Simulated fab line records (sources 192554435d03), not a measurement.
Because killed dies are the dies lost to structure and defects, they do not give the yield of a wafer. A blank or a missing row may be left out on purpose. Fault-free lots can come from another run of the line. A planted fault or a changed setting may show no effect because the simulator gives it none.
Which tool did it?	flow n5Finfet	14 lots (36 wafers sampled), 1 step of a 1938-step route

== WHAT THE GAUGES SHOWED, per wafer ==
N5_BEOL_M8_OCD_MEAS_38.
lot	measured	on	trenchDepthNm (nm)
L330	day 10 10:35	ocd-02	95.5 95.5 96.1
L331	day 10 23:31	ocd-02	94.1 94.6
L335	day 11 06:02	ocd-01	92.3 93.6 95.0
L332	day 11 06:26	ocd-01	94.4 93.8
L333	day 11 06:26	ocd-02	95.3 94.8
L334	day 11 18:52	ocd-02	95.0 95.5 90.5
L336	day 12 11:49	ocd-01	94.7 96.4 94.4
L337	day 12 14:18	ocd-02	91.0 91.0 95.6
L338	day 13 00:16	ocd-01	96.4 96.3 95.7
L339	day 13 00:40	ocd-01	94.8 94.5 94.8
L341	day 14 05:27	ocd-01	93.9 93.9 95.3
L340	day 14 06:14	ocd-01	94.2 95.5
L350	day 15 12:13	ocd-01	91.3 95.8
L347	day 15 13:46	ocd-01	97.4 96.7

== WHAT TOOL EACH LOT RAN ON (gives the tool, then ch and the chambers of the sampled wafers, and finally the start) ==
The record holds no process step before these readings.

== AS READ BY THE TOOLS THEMSELVES (means over the sampled wafers that have a number; for cases with no such wafer, the mark the record gives instead) ==
The record holds no such reading with a usual standard deviation.

== THE ANSWER, worked out from the rows above alone ==
Rule: what is usual is taken from the lots themselves. The widest of any qualifying gaps counts: lots, ordered by their means at a reading, are off when they make up no more than a third of the lots, leave a main group of 4 or more, and stand apart from it by 3 or more times the standard deviation of that group's means. A main group is skipped when, at the precision printed for the reading in the tables above, its means are all equal. A lot without any number at a reading at which 4 lots or more have one is off too. Any other lot the step has rows for is counted as sound. Order of review: gauges by route order, followed by the tools' own readings, for which a lot's mean as printed above is used. At the first step where some lot is off, the reading lying furthest off is the one used; lots without a number count as furthest.
No lot is off on any of the readings shown, so nothing can be concluded from this.

== WHAT THE SIMULATOR HAD PUT IN ==
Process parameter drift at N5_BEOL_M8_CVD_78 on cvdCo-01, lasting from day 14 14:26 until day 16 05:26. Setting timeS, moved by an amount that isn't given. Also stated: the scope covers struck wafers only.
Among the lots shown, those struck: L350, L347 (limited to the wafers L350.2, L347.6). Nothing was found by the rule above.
